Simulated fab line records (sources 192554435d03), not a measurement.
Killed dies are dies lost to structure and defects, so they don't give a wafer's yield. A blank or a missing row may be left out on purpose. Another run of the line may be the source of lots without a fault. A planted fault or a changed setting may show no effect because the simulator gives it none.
Split-lot experiment || flow n5_finfet || route with 1938 steps; 7 lots, 21 wafers read

THE SPLIT ITSELF
At N5_SD_EPI_P_EPI_21 (deposits SiGe:B, time 355 s), the setting temp_c was moved away from the recipe's 550 C on 6 of the 21 wafers read, by +0.4% to +0.5%. The other wafers ran this setting at the recipe's value.

FROM THE SPLIT TO THE READING: what the file shows between them, 7 steps
- N5_SD_EPI_P_HM_STRIP_48: strips SiNx in H3PO4, material SiNx, target depth 3 nm
- N5_SD_EPI_P_SRD_49: time 30 s
- N5_SD_EPI_P_PRECLEAN_24: cleans in O3/DIW, time 45 s
- N5_SD_EPI_P_PRECLEAN_32: cleans in dHF, time 10 s
- N5_SD_EPI_P_PRECLEAN_33: cleans in SC2, time 45 s
- N5_SD_ACTIVATION_RTA_00: time 0 s
- N5_SD_ACTIVATION_LSA_01: time 0.0008 s

THE READING
RS_SD_P, in ohm/sq, at N5_SD_ACTIVATION_RS_MEAS_03 (measures by four-point-probe). On this fab line, fault-free wafers typically give 56.1 ohm/sq with a standard deviation of 0.82 ohm/sq.

{"wafer": "L074.1", "tool, chamber at the split": "epi_rpcvd-02, 0", "temp_c as run, C": 552.5, "against the recipe": "+0.5%", "RS_SD_P, ohm/sq": 54.3, "against lot-mates on the recipe": -2.5}
{"wafer": "L074.3", "tool, chamber at the split": "epi_rpcvd-02, 0", "temp_c as run, C": 550, "against the recipe": "recipe", "RS_SD_P, ohm/sq": 56.8, "against lot-mates on the recipe": "-"}
{"wafer": "L074.5", "tool, chamber at the split": "epi_rpcvd-02, 0", "temp_c as run, C": 552.5, "against the recipe": "+0.5%", "RS_SD_P, ohm/sq": 54.6, "against lot-mates on the recipe": -2.2}
{"wafer": "L075.1", "tool, chamber at the split": "epi_rpcvd-04, 0", "temp_c as run, C": 550, "against the recipe": "recipe", "RS_SD_P, ohm/sq": 56.2, "against lot-mates on the recipe": "-"}
{"wafer": "L075.3", "tool, chamber at the split": "epi_rpcvd-04, 0", "temp_c as run, C": 550, "against the recipe": "recipe", "RS_SD_P, ohm/sq": 56.6, "against lot-mates on the recipe": "-"}
{"wafer": "L075.6", "tool, chamber at the split": "epi_rpcvd-04, 0", "temp_c as run, C": 552, "against the recipe": "+0.4%", "RS_SD_P, ohm/sq": 54.6, "against lot-mates on the recipe": -1.8}
{"wafer": "L076.3", "tool, chamber at the split": "epi_rpcvd-02, 0", "temp_c as run, C": 550, "against the recipe": "recipe", "RS_SD_P, ohm/sq": 56.9, "against lot-mates on the recipe": "-"}
{"wafer": "L076.5", "tool, chamber at the split": "epi_rpcvd-02, 0", "temp_c as run, C": 550, "against the recipe": "recipe", "RS_SD_P, ohm/sq": 56.6, "against lot-mates on the recipe": "-"}
{"wafer": "L076.6", "tool, chamber at the split": "epi_rpcvd-02, 0", "temp_c as run, C": 550, "against the recipe": "recipe", "RS_SD_P, ohm/sq": 56.4, "against lot-mates on the recipe": "-"}
{"wafer": "L079.1", "tool, chamber at the split": "epi_rpcvd-02, 0", "temp_c as run, C": 550, "against the recipe": "recipe", "RS_SD_P, ohm/sq": 56.0, "against lot-mates on the recipe": "-"}
{"wafer": "L079.5", "tool, chamber at the split": "epi_rpcvd-02, 0", "temp_c as run, C": 550, "against the recipe": "recipe", "RS_SD_P, ohm/sq": 55.0, "against lot-mates on the recipe": "-"}
{"wafer": "L079.6", "tool, chamber at the split": "epi_rpcvd-02, 0", "temp_c as run, C": 550, "against the recipe": "recipe", "RS_SD_P, ohm/sq": 55.0, "against lot-mates on the recipe": "-"}
{"wafer": "L089.2", "tool, chamber at the split": "epi_rpcvd-02, 0", "temp_c as run, C": 550, "against the recipe": "recipe", "RS_SD_P, ohm/sq": 55.7, "against lot-mates on the recipe": "-"}
{"wafer": "L089.4", "tool, chamber at the split": "epi_rpcvd-02, 0", "temp_c as run, C": 550, "against the recipe": "recipe", "RS_SD_P, ohm/sq": 56.3, "against lot-mates on the recipe": "-"}
{"wafer": "L089.5", "tool, chamber at the split": "epi_rpcvd-02, 0", "temp_c as run, C": 550, "against the recipe": "recipe", "RS_SD_P, ohm/sq": 56.0, "against lot-mates on the recipe": "-"}
{"wafer": "L091.1", "tool, chamber at the split": "epi_rpcvd-04, 0", "temp_c as run, C": 550, "against the recipe": "recipe", "RS_SD_P, ohm/sq": 57.0, "against lot-mates on the recipe": "-"}
{"wafer": "L091.3", "tool, chamber at the split": "epi_rpcvd-04, 0", "temp_c as run, C": 552.8, "against the recipe": "+0.5%", "RS_SD_P, ohm/sq": 53.4, "against lot-mates on the recipe": -3.4}
{"wafer": "L091.5", "tool, chamber at the split": "epi_rpcvd-04, 0", "temp_c as run, C": 550, "against the recipe": "recipe", "RS_SD_P, ohm/sq": 56.6, "against lot-mates on the recipe": "-"}
{"wafer": "L096.2", "tool, chamber at the split": "epi_rpcvd-03, 0", "temp_c as run, C": 552.7, "against the recipe": "+0.5%", "RS_SD_P, ohm/sq": 51.9, "against lot-mates on the recipe": -4.5}
{"wafer": "L096.3", "tool, chamber at the split": "epi_rpcvd-03, 0", "temp_c as run, C": 550, "against the recipe": "recipe", "RS_SD_P, ohm/sq": 56.4, "against lot-mates on the recipe": "-"}
{"wafer": "L096.5", "tool, chamber at the split": "epi_rpcvd-03, 0", "temp_c as run, C": 552.7, "against the recipe": "+0.5%", "RS_SD_P, ohm/sq": 52.2, "against lot-mates on the recipe": -4.2}

FIT RESULTS
A straight line over all 21 wafers: RS_SD_P changes by -6.07 ohm/sq for each +1% of temp_c; r = -0.87; the points scatter about the line by 0.74 ohm/sq.
The same after taking each lot's own level away (the mean of its wafers on the recipe; 21 wafers): -6.87 ohm/sq for each +1%; r = -0.95; scatter 0.5 ohm/sq.
That fit puts the effect of the largest move of temp_c on the reading at 3.5 ohm/sq.
From 55.33 to 56.80 ohm/sq: that is the span of the lots' own levels, equal to 1.8 times the standard deviation above.
So the slope is not independent of the lot-to-lot level: the two fits are not the same.
Check: -3.5 ohm/sq against its lot-mates is what the line predicts for one of the wafers moved furthest among these (+0.5%) when that wafer is left out of the fit. Against them it came out at -3.4 ohm/sq.

OTHER SPLITS APPLIED TO THESE WAFERS
Note: prior to the reading, these wafers also went through further splits. Each is held against what the fit with the lots' levels taken away leaves over:
{"other split on the same wafers": "N5_SD_EPI_N_DEVELOP_08 develop_time_s", "wafers away from the commonest value": 8, "r with RS_SD_P (lot level and that fit taken away)": -0.35}
{"other split on the same wafers": "N5_SD_EPI_P_ETCH_16 target_depth_a", "wafers away from the commonest value": 7, "r with RS_SD_P (lot level and that fit taken away)": -0.06}

THE WHOLE CHAIN: every reading that the file lists as answering this split, in the file's order
{"step": "N5_SD_EPI_P_EPI_21", "what it does": "deposits SiGe:B, time 355 s", "reading": "SiGe-B_of_SD_EPI_P_EPI_21.thk_nm (the simulator's own value, which no gauge read)", "change (the file's fit)": "+6.95 nm for each +1% of the setting", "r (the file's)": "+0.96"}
{"step": "N5_SD_EPI_P_HM_STRIP_48", "what it does": "strips SiNx in H3PO4, material SiNx, target depth 3 nm", "reading": "SiGe-B_of_SD_EPI_P_EPI_21.thk_nm (the simulator's own value, which no gauge read)", "change (the file's fit)": "+6.83 nm for each +1% of the setting", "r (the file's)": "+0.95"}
{"step": "N5_SD_EPI_P_PRECLEAN_24", "what it does": "cleans in O3/DIW, time 45 s", "reading": "SiGe-B_of_SD_EPI_P_EPI_21.thk_nm (the simulator's own value, which no gauge read)", "change (the file's fit)": "+6.74 nm for each +1% of the setting", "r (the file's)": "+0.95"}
{"step": "N5_SD_ACTIVATION_RS_MEAS_03", "what it does": "measures by four-point-probe", "reading": "RS_SD_P", "change (the file's fit)": "-6.7 for each +1% of the setting", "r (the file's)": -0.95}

THE FILE'S OWN FIT
RS_SD_P changes by -6.7 ohm/sq for each +1% of temp_c, r = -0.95.
